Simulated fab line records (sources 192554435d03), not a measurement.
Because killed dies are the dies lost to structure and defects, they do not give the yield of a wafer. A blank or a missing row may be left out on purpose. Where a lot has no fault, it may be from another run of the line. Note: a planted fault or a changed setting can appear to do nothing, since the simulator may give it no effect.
Matching of chambers / flow n5 finfet / N5_BEOL_M14_DEP_53 on pecvd-03: 3 sister chambers
The step deposits SiCN from 3MS/NH3, target thk 50 nm, time 17.8 s. 3 wafers are shown with their chamber, then 9 later ones without.

== WAFERS WITH THEIR CHAMBER ==
wafer=L092.1; chamber=0; throttle valve pct (%)=18.0
wafer=L092.4; chamber=1; throttle valve pct (%)=19.2
wafer=L092.6; chamber=2; throttle valve pct (%)=16.2

== WAFERS WHOSE CHAMBER IS MISSING ==
wafer=L094.1; throttle valve pct (%)=17.9
wafer=L094.2; throttle valve pct (%)=19.5
wafer=L094.5; throttle valve pct (%)=16.4
wafer=L093.3; throttle valve pct (%)=18.4
wafer=L093.4; throttle valve pct (%)=16.2
wafer=L093.5; throttle valve pct (%)=19.4
wafer=L096.1; throttle valve pct (%)=19.5
wafer=L096.2; throttle valve pct (%)=16.1
wafer=L096.6; throttle valve pct (%)=19.3

== EACH ONE'S CHAMBER ==
wafer=L094.1; from the rows above=0; in truth=0
wafer=L094.2; from the rows above=1; in truth=1
wafer=L094.5; from the rows above=2; in truth=2
wafer=L093.3; from the rows above=can't be placed: 0 or 1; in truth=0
wafer=L093.4; from the rows above=2; in truth=2
wafer=L093.5; from the rows above=1; in truth=1
wafer=L096.1; from the rows above=1; in truth=1
wafer=L096.2; from the rows above=2; in truth=2
wafer=L096.6; from the rows above=1; in truth=1
Placed correctly: 8 of 9. These rows do not allow placing 1 (true chamber among the candidates in 1). 0 placed wrongly.
How it was worked out, from the rows above alone: a wafer's distance from a chamber is the root of the sum, over the readings, of the square of ((its reading less the chamber's mean) divided by the reading's scatter). If the next closest chamber is less than 2 further off than the closest, the wafer can't be placed; otherwise it belongs to the closest. The mean given for a chamber averages the wafers shown for that chamber. The scatter (one wafer shown for each chamber): square how far every hidden wafer sits from the nearest shown wafer, average those squares and take the square root.
